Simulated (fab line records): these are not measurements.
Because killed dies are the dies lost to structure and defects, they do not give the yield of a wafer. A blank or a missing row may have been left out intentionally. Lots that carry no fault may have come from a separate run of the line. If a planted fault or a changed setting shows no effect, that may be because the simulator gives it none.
Which of the tools did it? :: flow n5Finfet :: Sampling: 12 lots, 36 wafers, 2 of 1938 route steps

== WHAT THE GAUGES SHOWED, per wafer ==
N5_MIM_TOP_LITHO_OVL_MEAS_11.
lot: L955
measured: day 11 16:01
on: overlay-02
MIM_TOP_OVL (nm): -1 -1 -7

lot: L957
measured: day 12 23:38
on: overlay-01
MIM_TOP_OVL (nm): 7 1 -2

lot: L958
measured: day 13 05:26
on: overlay-02
MIM_TOP_OVL (nm): -6 -1 -11

lot: L960
measured: day 14 04:02
on: overlay-01
MIM_TOP_OVL (nm): -6 -2 10

lot: L963
measured: day 14 09:03
on: overlay-01
MIM_TOP_OVL (nm): 0 0 -9

lot: L962
measured: day 14 12:30
on: overlay-01
MIM_TOP_OVL (nm): 8 8 9

lot: L966
measured: day 14 12:52
on: overlay-02
MIM_TOP_OVL (nm): -5 5 -3

lot: L964
measured: day 15 00:32
on: overlay-01
MIM_TOP_OVL (nm): 4 -3 1

lot: L968
measured: day 15 05:10
on: overlay-01
MIM_TOP_OVL (nm): -3 6 -6

lot: L967
measured: day 15 11:49
on: overlay-01
MIM_TOP_OVL (nm): 3 -2 2

lot: L972
measured: day 16 23:43
on: overlay-01
MIM_TOP_OVL (nm): 3 0 -3

lot: L973
measured: day 17 07:15
on: overlay-02
MIM_TOP_OVL (nm): -3 -6 6

== EACH LOT AND THE TOOL THAT RAN IT (in order: tool; ch and the chambers of the sampled wafers; start) ==
lot: L955
N5_BEOL_M15_STRIP_62: rieDiel-02 ch 1,3, day 11 10:37

lot: L957
N5_BEOL_M15_STRIP_62: rieDiel-03 ch 0,1,3, day 12 18:28

lot: L958
N5_BEOL_M15_STRIP_62: rieDiel-03 ch 1,2,3, day 12 22:43

lot: L960
N5_BEOL_M15_STRIP_62: rieDiel-03 ch 0,2,3, day 13 20:44

lot: L963
N5_BEOL_M15_STRIP_62: rieDiel-03 ch 1,2, day 14 03:43

lot: L962
N5_BEOL_M15_STRIP_62: rieDiel-02 ch 1,2, day 14 06:34

lot: L966
N5_BEOL_M15_STRIP_62: rieDiel-02 ch 0,1,3, day 14 07:45

lot: L964
N5_BEOL_M15_STRIP_62: rieDiel-04 ch 0,1, day 14 16:31

lot: L968
N5_BEOL_M15_STRIP_62: rieDiel-04 ch 0,1,2, day 14 17:14

lot: L967
N5_BEOL_M15_STRIP_62: rieDiel-02 ch 0,2,3, day 15 04:50

lot: L972
N5_BEOL_M15_STRIP_62: rieDiel-04 ch 0,1,2, day 16 13:37

lot: L973
N5_BEOL_M15_STRIP_62: rieDiel-02 ch 1,2,3, day 17 01:53
- N5_BEOL_M15_STRIP_62: strips in O2.

== WHAT THE TOOLS THEMSELVES READ (means of the sampled wafers that have a number; where no wafer has one, the mark that the record gives instead) ==
N5_BEOL_M15_STRIP_62.
lot: L955
tool: rieDiel-02
drypumpMotorCurrentA (A): 5.9
oesProductAu (a.u.): 0.88
rfVppV (V): 3.3
showerheadPlenumPTorr (Torr): 2.02
throttleValvePct (%): 16.51

lot: L957
tool: rieDiel-03
drypumpMotorCurrentA (A): 5.7
oesProductAu (a.u.): 0.76
rfVppV (V): 3.2
showerheadPlenumPTorr (Torr): 2.09
throttleValvePct (%): 16.56

lot: L958
tool: rieDiel-03
drypumpMotorCurrentA (A): 5.7
oesProductAu (a.u.): 0.73
rfVppV (V): 3.8
showerheadPlenumPTorr (Torr): 2.08
throttleValvePct (%): 16.67

lot: L960
tool: rieDiel-03
drypumpMotorCurrentA (A): 5.8
oesProductAu (a.u.): 0.74
rfVppV (V): 3.9
showerheadPlenumPTorr (Torr): 2.05
throttleValvePct (%): 16.66

lot: L963
tool: rieDiel-03
drypumpMotorCurrentA (A): 5.8
oesProductAu (a.u.): 0.74
rfVppV (V): 3.8
showerheadPlenumPTorr (Torr): 2.05
throttleValvePct (%): 16.60

lot: L962
tool: rieDiel-02
drypumpMotorCurrentA (A): 6.2
oesProductAu (a.u.): 0.84
rfVppV (V): 3.7
showerheadPlenumPTorr (Torr): 2.04
throttleValvePct (%): 16.48

lot: L966
tool: rieDiel-02
drypumpMotorCurrentA (A): 5.6
oesProductAu (a.u.): 0.82
rfVppV (V): 3.5
showerheadPlenumPTorr (Torr): 2.05
throttleValvePct (%): 16.61

lot: L964
tool: rieDiel-04
drypumpMotorCurrentA (A): 5.3
oesProductAu (a.u.): 0.95
rfVppV (V): 3.5
showerheadPlenumPTorr (Torr): 2.17
throttleValvePct (%): 16.44

lot: L968
tool: rieDiel-04
drypumpMotorCurrentA (A): 5.5
oesProductAu (a.u.): 0.88
rfVppV (V): 3.9
showerheadPlenumPTorr (Torr): 2.14
throttleValvePct (%): 16.50

lot: L967
tool: rieDiel-02
drypumpMotorCurrentA (A): 5.5
oesProductAu (a.u.): 0.87
rfVppV (V): 3.6
showerheadPlenumPTorr (Torr): 2.16
throttleValvePct (%): 16.71

lot: L972
tool: rieDiel-04
drypumpMotorCurrentA (A): 5.5
oesProductAu (a.u.): 0.84
rfVppV (V): 3.2
showerheadPlenumPTorr (Torr): 2.14
throttleValvePct (%): 16.53

lot: L973
tool: rieDiel-02
drypumpMotorCurrentA (A): 5.7
oesProductAu (a.u.): 0.83
rfVppV (V): 3.9
showerheadPlenumPTorr (Torr): 2.12
throttleValvePct (%): 16.67

== THE ANSWER, worked out from the rows above alone ==
Rule: the lots themselves supply what counts as usual. The widest of any qualifying gaps counts: lots, ordered by their means at a reading, are off when they make up no more than a third of the lots, leave a main group of 4 or more, and stand apart from it by 3 or more times the standard deviation of that group's means. Not used: any main group whose means are identical at the precision the tables above print for the reading. A lot without any number at a reading at which 4 lots or more have one is off too. Any other lot the step has rows for is counted as sound. Order of review: gauges by route order, followed by the tools' own readings, for which a lot's mean as printed above is used. The first step at which some lot is off is used, and at that step the reading that is off furthest; a lot without a number counts as furthest.
No lot is off at any reading shown: from this, nothing can be told.

== WHAT HAD BEEN PUT IN BY THE SIMULATOR ==
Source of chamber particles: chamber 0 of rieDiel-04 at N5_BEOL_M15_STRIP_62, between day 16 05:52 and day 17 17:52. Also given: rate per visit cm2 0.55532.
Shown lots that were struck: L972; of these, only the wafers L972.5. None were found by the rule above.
